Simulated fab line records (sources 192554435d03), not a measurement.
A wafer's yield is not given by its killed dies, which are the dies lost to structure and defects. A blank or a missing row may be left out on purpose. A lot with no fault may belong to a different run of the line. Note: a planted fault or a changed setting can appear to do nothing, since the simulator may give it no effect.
Split-lot trial -- flow n5Finfet -- 39 wafers read across 7 lots, on a route 1938 steps long

THE SPLIT
At N5_PASSIVATION_PECVD_53 (deposits SiO2 from TEOS/O2, target thk 800 nm, time 169.4 s), the setting timeS was moved away from the recipe's 169.4 s on 12 of the 39 wafers read, by -51.1% to +48.1%. This setting was run at the recipe's value on the other wafers.

The split's own step is where the reading is taken.

THE READING
SiO2_of_PASSIVATION_PECVD_53.thkNm (the simulator's own value, which no gauge read), in nm, at N5_PASSIVATION_PECVD_53 (deposits SiO2 from TEOS/O2, target thk 800 nm, time 169.4 s). There is no usual value for it anywhere in the file. Across the 27 wafers here that went through the recipe, the average is 797.3 nm and the standard deviation 11 nm.

wafer,"tool, chamber at the split","timeS as run, s",against the recipe,"SiO2_of_PASSIVATION_PECVD_53.thkNm, nm",against lot-mates on the recipe
L074.1,"pecvd-01, 0",169.4,recipe,798,-
L074.2,"pecvd-01, 1",82.9,-51.1%,397.6,-408.5
L074.3,"pecvd-01, 2",82.9,-51.1%,391,-415.1
L074.4,"pecvd-01, 0",169.4,recipe,805,-
L074.5,"pecvd-01, 1",169.4,recipe,815.2,-
L074.6,"pecvd-01, 2",82.9,-51.1%,400.8,-405.3
L076.1,"pecvd-02, 2",84.94,-49.9%,394.2,-396.1
L076.2,"pecvd-02, 1",169.4,recipe,768.4,-
L076.3,"pecvd-02, 0",84.94,-49.9%,398.8,-391.5
L076.4,"pecvd-02, 2",169.4,recipe,796.2,-
L076.5,"pecvd-02, 0",169.4,recipe,806.4,-
L076.6,"pecvd-02, 1",84.94,-49.9%,388,-402.3
L080.1,"pecvd-03, 2",169.4,recipe,796.4,-
L080.2,"pecvd-03, 1",169.4,recipe,798.8,-
L080.3,"pecvd-03, 0",169.4,recipe,788.6,-
L080.4,"pecvd-03, 2",169.4,recipe,803.4,-
L080.5,"pecvd-03, 1",169.4,recipe,805.4,-
L080.6,"pecvd-03, 0",169.4,recipe,801.8,-
L087.1,"pecvd-03, 1",250.8,+48.1%,1187,+389.3
L087.2,"pecvd-03, 2",169.4,recipe,790.4,-
L087.3,"pecvd-03, 2",250.8,+48.1%,1178,+380.3
L087.4,"pecvd-03, 1",169.4,recipe,808,-
L087.5,"pecvd-03, 2",169.4,recipe,794.6,-
L087.6,"pecvd-03, 1",250.8,+48.1%,1198,+400.3
L092.1,"pecvd-02, 2",169.4,recipe,796.8,-
L092.2,"pecvd-02, 0",169.4,recipe,799.8,-
L092.3,"pecvd-02, 1",169.4,recipe,776,-
L092.4,"pecvd-02, 2",169.4,recipe,803,-
L092.5,"pecvd-02, 1",169.4,recipe,781.8,-
L092.6,"pecvd-02, 0",169.4,recipe,810.8,-
L096.2,"pecvd-02, 0",169.4,recipe,805.4,-
L096.4,"pecvd-02, 2",169.4,recipe,791.2,-
L096.5,"pecvd-02, 1",169.4,recipe,790.8,-
L097.1,"pecvd-03, 0",169.4,recipe,794.4,-
L097.2,"pecvd-03, 1,2",241.9,+42.8%,1144,+345.6
L097.5,"pecvd-03, 1,2",241.9,+42.8%,1144,+345.6
L097.3,"pecvd-03, 2",169.4,recipe,789.8,-
L097.4,"pecvd-03, 0",169.4,recipe,811,-
L097.6,"pecvd-03, 1",241.9,+42.8%,1159,+360.6
If several chambers appear in one row, that row covers several wafers at once and the file leaves open which wafer was in which chamber.

THE FIT
A straight line over all 39 wafers: SiO2_of_PASSIVATION_PECVD_53.thkNm changes by +8.06 nm for each +1% of timeS; r = +1.00; the points scatter about the line by 10 nm.
The same after taking each lot's own level away (the mean of its wafers on the recipe; 39 wafers): +8.06 nm for each +1%; r = +1.00; scatter 9.2 nm.
The reading moves by 4.1e+02 nm for the largest change in timeS, on that fit.
From 790.33 to 806.07 nm: that is the span of the lots' own levels, equal to 1.5 times the standard deviation above.
The two slopes are in agreement: the lot-to-lot level therefore moves the slope only a little.
Check: with one of the wafers moved furthest among these (-51.1%) left out of the fit, the line predicts -411 nm for it against its lot-mates. Against them it came out at -408 nm.

OTHER SPLITS APPLIED TO THESE WAFERS
Other splits were also applied to these wafers ahead of the reading. Each is held against what the fit with the lots' levels taken away leaves over:
other split on the same wafers,wafers away from the commonest value,r with SiO2_of_PASSIVATION_PECVD_53.thkNm (lot level and that fit taken away)
N5_BEOL_M11_ILD_DEP_00 targetThkA,15,+0.08
N5_BEOL_M15_ETCH_61 timeS,15,+0.19

THE FILE'S OWN FIT
SiO2_of_PASSIVATION_PECVD_53.thkNm changes by +8.06 nm for each +1% of timeS, r = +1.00.
